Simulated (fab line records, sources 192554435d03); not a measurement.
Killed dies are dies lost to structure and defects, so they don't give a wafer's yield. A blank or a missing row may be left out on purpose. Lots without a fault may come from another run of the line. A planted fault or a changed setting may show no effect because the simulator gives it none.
Split-lot experiment | flow n5_finfet | 7 lots, 39 wafers read, on a route of 1938 steps

THE SPLIT
At N5_BEOL_M8_ETCH_62 (etches SOC in N2/H2, target depth 110 nm, overetch 22 nm, time 165 s), the setting time_s was moved away from the recipe's 165 s on 9 of the 39 wafers read, by -42.0% to +31.8%. The other wafers ran this setting at the recipe's value.

The reading is taken at the split's own step.

THE READING
SiARC_of_BEOL_M8_COAT_60.thk_nm (the simulator's own value, which no gauge read), in nm, at N5_BEOL_M8_ETCH_62 (etches SOC in N2/H2, target depth 110 nm, overetch 22 nm, time 165 s). The file gives no usual value for it. The 30 wafers here that ran the recipe average 28.4 nm, standard deviation 0.26 nm.

wafer  | tool, chamber at the split | time_s as run, s | against the recipe | SiARC_of_BEOL_M8_COAT_60.thk_nm, nm | against lot-mates on the recipe
L076.1 | rie_diel-05, 3             | 165              | recipe             | 29                                  | -
L076.2 | rie_diel-05, 0             | 118.3            | -28.3%             | 30.2                                | +1.7
L076.3 | rie_diel-05, 1             | 165              | recipe             | 28.2                                | -
L076.4 | rie_diel-05, 2             | 118.3            | -28.3%             | 30.4                                | +1.9
L076.5 | rie_diel-05, 1             | 165              | recipe             | 28.2                                | -
L076.6 | rie_diel-05, 0             | 118.3            | -28.3%             | 30                                  | +1.5
L081.1 | rie_diel-03, 1             | 165              | recipe             | 28.4                                | -
L081.2 | rie_diel-03, 0             | 165              | recipe             | 28.6                                | -
L081.3 | rie_diel-03, 3             | 165              | recipe             | 28.4                                | -
L081.4 | rie_diel-03, 2             | 165              | recipe             | 28.2                                | -
L081.5 | rie_diel-03, 1             | 165              | recipe             | 28.4                                | -
L081.6 | rie_diel-03, 0             | 165              | recipe             | 28.6                                | -
L082.3 | rie_diel-05, 1             | 165              | recipe             | 28.2                                | -
L082.4 | rie_diel-05, 2             | 165              | recipe             | 28.2                                | -
L082.5 | rie_diel-05, 0             | 165              | recipe             | 28                                  | -
L083.1 | rie_diel-06, 0             | 165              | recipe             | 28                                  | -
L083.2 | rie_diel-06, 2             | 165              | recipe             | 28.4                                | -
L083.3 | rie_diel-06, 3             | 217.5            | +31.8%             | 26.6                                | -1.6
L083.4 | rie_diel-06, 3             | 217.5            | +31.8%             | 26.6                                | -1.6
L083.5 | rie_diel-06, 0             | 165              | recipe             | 28.2                                | -
L083.6 | rie_diel-06, 2             | 217.5            | +31.8%             | 26.4                                | -1.8
L084.1 | rie_diel-06, 2             | 165              | recipe             | 28.4                                | -
L084.2 | rie_diel-06, 1             | 165              | recipe             | 28.8                                | -
L084.3 | rie_diel-06, 3             | 165              | recipe             | 28.8                                | -
L084.4 | rie_diel-06, 0             | 165              | recipe             | 28.4                                | -
L084.5 | rie_diel-06, 1             | 165              | recipe             | 28.6                                | -
L084.6 | rie_diel-06, 2             | 165              | recipe             | 28.6                                | -
L091.1 | rie_diel-03, 1             | 165              | recipe             | 28.2                                | -
L091.2 | rie_diel-03, 2             | 165              | recipe             | 28.2                                | -
L091.3 | rie_diel-03, 3             | 165              | recipe             | 28.8                                | -
L091.4 | rie_diel-03, 0             | 165              | recipe             | 28.8                                | -
L091.5 | rie_diel-03, 0             | 165              | recipe             | 28.6                                | -
L091.6 | rie_diel-03, 1             | 165              | recipe             | 28.2                                | -
L090.1 | rie_diel-06, 2             | 95.77            | -42.0%             | 31.2                                | +2.9
L090.2 | rie_diel-06, 1             | 165              | recipe             | 28.6                                | -
L090.3 | rie_diel-06, 0             | 95.77            | -42.0%             | 31                                  | +2.7
L090.4 | rie_diel-06, 1             | 95.77            | -42.0%             | 31.2                                | +2.9
L090.5 | rie_diel-06, 0             | 165              | recipe             | 28                                  | -
L090.6 | rie_diel-06, 2             | 165              | recipe             | 28.4                                | -

THE FIT
A straight line over all 39 wafers: SiARC_of_BEOL_M8_COAT_60.thk_nm changes by -0.0626 nm for each +1% of time_s; r = -0.97; the points scatter about the line by 0.25 nm.
The same after taking each lot's own level away (the mean of its wafers on the recipe; 39 wafers): -0.061 nm for each +1%; r = -0.98; scatter 0.23 nm.
On that fit, the largest move of time_s shifts the reading by 2.6 nm.
The lots' own levels span 28.13 to 28.60 nm, that is 1.8 times the standard deviation above.
So the lot-to-lot level changes the slope little: the two slopes agree.
Check: with one of the wafers moved furthest among these (-42.0%) left out of the fit, the line predicts +2.54 nm for it against its lot-mates. It came out at +2.87 nm against them.

OTHER SPLITS ON THESE WAFERS
These wafers also went through other splits before the reading. Each is held against what the fit with the lots' levels taken away leaves over:
other split on the same wafers | wafers away from the commonest value | r with SiARC_of_BEOL_M8_COAT_60.thk_nm (lot level and that fit taken away)
N5_BEOL_M3_ETCH_64 time_s      | 18                                   | -0.06
N5_BEOL_M6_ILD_DEP_00 time_s   | 18                                   | +0.15

THE WHOLE CHAIN: every reading that the file lists as answering this split, in the file's order
step               | what it does                                                         | reading                                                                          | change (the file's fit)                                                              | r (the file's)
N5_BEOL_M8_ETCH_62 | etches SOC in N2/H2, target depth 110 nm, overetch 22 nm, time 165 s | etch.depth_nm (the simulator's own value, which no gauge read)                   | not straight: 76.12 at the lowest setting, 99.78 at the recipe, 99.63 at the highest | not given
N5_BEOL_M8_ETCH_62 | etches SOC in N2/H2, target depth 110 nm, overetch 22 nm, time 165 s | SiARC_of_BEOL_M8_COAT_60.thk_nm (the simulator's own value, which no gauge read) | -0.0614 nm for each +1% of the setting                                               | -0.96

THE FILE'S OWN FIT
SiARC_of_BEOL_M8_COAT_60.thk_nm changes by -0.0614 nm for each +1% of time_s, r = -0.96.
